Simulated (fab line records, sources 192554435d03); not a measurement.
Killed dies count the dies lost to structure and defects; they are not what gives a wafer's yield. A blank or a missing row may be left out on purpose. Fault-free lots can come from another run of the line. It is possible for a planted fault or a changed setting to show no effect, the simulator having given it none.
Matching of chambers || flow n5-finfet || N5_SPACER0_ALD_08 on ald-sin-04 has 4 sister chambers
The step deposits SiNx, target thk 2 nm. 14 wafers are shown with their chamber, then 7 later ones without.

## WAFERS WITH THEIR CHAMBER
{"wafer": "L079.3", "chamber": 3, "heater-power-w (W)": 780}
{"wafer": "L079.5", "chamber": 0, "heater-power-w (W)": 892}
{"wafer": "L079.6", "chamber": 3, "heater-power-w (W)": 765}
{"wafer": "L086.1", "chamber": 2, "heater-power-w (W)": 877}
{"wafer": "L086.2", "chamber": 3, "heater-power-w (W)": 758}
{"wafer": "L086.4", "chamber": 1, "heater-power-w (W)": 711}
{"wafer": "L087.2", "chamber": 3, "heater-power-w (W)": 775}
{"wafer": "L087.3", "chamber": 2, "heater-power-w (W)": 869}
{"wafer": "L087.6", "chamber": 1, "heater-power-w (W)": 704}
{"wafer": "L088.1", "chamber": 2, "heater-power-w (W)": 887}
{"wafer": "L088.2", "chamber": 3, "heater-power-w (W)": 771}
{"wafer": "L088.4", "chamber": 1, "heater-power-w (W)": 679}
{"wafer": "L089.1", "chamber": 1, "heater-power-w (W)": 705}
{"wafer": "L089.4", "chamber": 3, "heater-power-w (W)": 740}

SIGNATURES (averages over the wafers above)
{"reading": "heater-power-w", "chamber 0": 892.00, "chamber 1": 699.75, "chamber 2": 877.67, "chamber 3": 764.83, "scatter within a chamber": 13.4}
Rule: distance of a wafer from a chamber = root of the sum over the readings of ((wafer's reading minus chamber's mean) / reading's scatter) squared. If the next closest chamber is less than 2 further off than the closest, the wafer can't be placed; otherwise it belongs to the closest. The scatter: the root of (the sum of the squares of (reading less its chamber's mean) over the shown wafers, divided by (wafers less chambers)).

## WAFERS WITHOUT THEIR CHAMBER
{"wafer": "L089.6", "heater-power-w (W)": 887}
{"wafer": "L090.1", "heater-power-w (W)": 903}
{"wafer": "L090.4", "heater-power-w (W)": 722}
{"wafer": "L090.6", "heater-power-w (W)": 707}
{"wafer": "L092.2", "heater-power-w (W)": 901}
{"wafer": "L092.4", "heater-power-w (W)": 886}
{"wafer": "L092.6", "heater-power-w (W)": 785}

## THE CHAMBER EACH PASSED THROUGH
{"wafer": "L089.6", "from the rows above": "can't be placed: 0 or 2", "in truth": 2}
{"wafer": "L090.1", "from the rows above": "can't be placed: 0 or 2", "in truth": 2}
{"wafer": "L090.4", "from the rows above": "can't be placed: 1 or 3", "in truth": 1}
{"wafer": "L090.6", "from the rows above": 1, "in truth": 1}
{"wafer": "L092.2", "from the rows above": "can't be placed: 0 or 2", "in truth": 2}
{"wafer": "L092.4", "from the rows above": "can't be placed: 0 or 2", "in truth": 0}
{"wafer": "L092.6", "from the rows above": 3, "in truth": 3}
2 of 7 placed correctly. From these rows, 5 cannot be placed; in 5 the true chamber is one of the candidates. 0 placed wrongly.
